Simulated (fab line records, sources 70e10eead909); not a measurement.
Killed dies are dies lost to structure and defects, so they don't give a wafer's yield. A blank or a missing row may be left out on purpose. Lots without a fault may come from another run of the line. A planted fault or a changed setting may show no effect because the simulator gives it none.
Which tool did it? | flow nand_harc | 11 lots, 33 wafers sampled, at 2 steps of a route of 1302

WHAT THE GAUGES READ, wafer by wafer
NHARC_A_SLIT_CD_MEAS_09: target cd 300 nm. Usual: cd_nm 300.0 nm, standard deviation 0.56.
lot  | measured     | on        | cd_nm (nm)        | flag
L154 | day 20 11:14 | cd_sem-03 | 300.5 299.9 299.7 |
L153 | day 20 10:21 | cd_sem-03 | 300.9 299.8 300.2 |
L160 | day 23 03:32 | cd_sem-01 | 299.7 299.7 299.3 |
L159 | day 23 01:24 | cd_sem-01 | 300.3 300.0 300.0 |
L166 | day 26 03:01 | cd_sem-02 | 301.0 300.1 300.6 |
L167 | day 26 01:14 | cd_sem-03 | 299.3 299.2 299.7 |
L170 | day 27 20:36 | cd_sem-02 | 300.8 300.3 299.8 |
L172 | day 28 15:11 | cd_sem-03 | 299.7 299.9 299.5 |
L171 | day 28 23:56 | cd_sem-03 | 300.6 299.7 300.4 |
L173 | day 28 22:36 | cd_sem-02 | 300.0 299.6 299.5 |
L174 | day 29 11:10 | cd_sem-03 | 300.6 300.7 299.8 |

WHICH TOOL RAN EACH LOT (tool, then ch and the chambers of the sampled wafers, then the start)
lot  | NHARC_A_SGD_CUT_ETCH_15
L154 | rie_diel-01 ch 1,2,3, day 20 11:14 or earlier
L153 | rie_diel-10 ch 0,1,2, day 20 10:21 or earlier
L160 | rie_diel-01 ch 1,3, day 23 03:32 or earlier
L159 | rie_diel-09 ch 0,2, day 23 01:24 or earlier
L166 | rie_diel-10 ch 0,1,2, day 26 03:01 or earlier
L167 | rie_diel-09 ch 2,3, day 26 01:14 or earlier
L170 | rie_diel-10 ch 1,2, day 27 20:36 or earlier
L172 | rie_diel-09 ch 1,2,3, day 28 15:11 or earlier
L171 | rie_diel-10 ch 0,1,3, day 28 23:56 or earlier
L173 | rie_diel-01 ch 0,1,3, day 28 22:36 or earlier
L174 | rie_diel-10 ch 0,2, day 29 11:10 or earlier
- NHARC_A_SGD_CUT_ETCH_15: etches the open film in CH3F/O2, target depth 75 nm, time 64.3 s.

WHAT THE TOOLS THEMSELVES READ (means of the sampled wafers that have a number; where no wafer has one, the mark that the record gives instead)
NHARC_A_SGD_CUT_ETCH_15. Usual: drypump_motor_current_A 5.9 A, standard deviation 0.52; oes_product_au 0.961 a.u., standard deviation 0.019; rf_fwd_power_W 495.1 W, standard deviation 2.2; rf_vpp_V 263.9 V, standard deviation 1.6; showerhead_plenum_p_Torr 2.46 Torr, standard deviation 0.1; throttle_valve_pct 20.664 %, standard deviation 0.0092.
lot  | tool        | drypump_motor_current_A (A) | oes_product_au (a.u.) | rf_fwd_power_W (W) | rf_vpp_V (V) | showerhead_plenum_p_Torr (Torr) | throttle_valve_pct (%) | flag
L154 | rie_diel-01 | 5.7                         | 0.975                 | 494.9              | 263.1        | 2.39                            | 20.661                 |
L153 | rie_diel-10 | 5.9                         | 0.957                 | 494.6              | 264.9        | 2.49                            | 20.653                 |
L160 | rie_diel-01 | 6.1                         | 0.961                 | 496.1              | 263.6        | 2.39                            | 20.664                 |
L159 | rie_diel-09 | 6.1                         | 0.977                 | 497.0              | 264.3        | 2.52                            | 20.668                 |
L166 | rie_diel-10 | 5.9                         | 0.963                 | 494.2              | 263.7        | 2.48                            | 20.664                 |
L167 | rie_diel-09 | 5.6                         | 0.949                 | 496.6              | 262.8        | 2.36                            | 20.657                 |
L170 | rie_diel-10 | 6.1                         | 0.936                 | 495.4              | 264.2        | 2.46                            | 20.667                 |
L172 | rie_diel-09 | 5.9                         | 0.964                 | 493.5              | 262.9        | 2.40                            | 20.672                 |
L171 | rie_diel-10 | 5.8                         | 0.957                 | 494.3              | 264.3        | 2.52                            | 20.662                 |
L173 | rie_diel-01 | 5.8                         | 0.977                 | 496.5              | 263.0        | 2.43                            | 20.671                 |
L174 | rie_diel-10 | 5.7                         | 0.950                 | 493.8              | 265.7        | 2.52                            | 20.662                 |

THE ANSWER, worked out from the rows above alone
Rule: a lot is off if the mean of its wafers that have a number lies more than 3 standard deviations from the usual mean. A lot without any number at a reading at which 4 lots or more have one is off too. The other lots that the step has rows for count as sound. The gauges are gone through in route order, then the tools' own readings, and for those a lot's mean is taken as printed above. The first step at which some lot is off is used, and at that step the reading that is off furthest; a lot without a number counts as furthest.
No lot is off at any reading shown: from this, nothing can be told.

WHAT THE SIMULATOR HAD PUT IN
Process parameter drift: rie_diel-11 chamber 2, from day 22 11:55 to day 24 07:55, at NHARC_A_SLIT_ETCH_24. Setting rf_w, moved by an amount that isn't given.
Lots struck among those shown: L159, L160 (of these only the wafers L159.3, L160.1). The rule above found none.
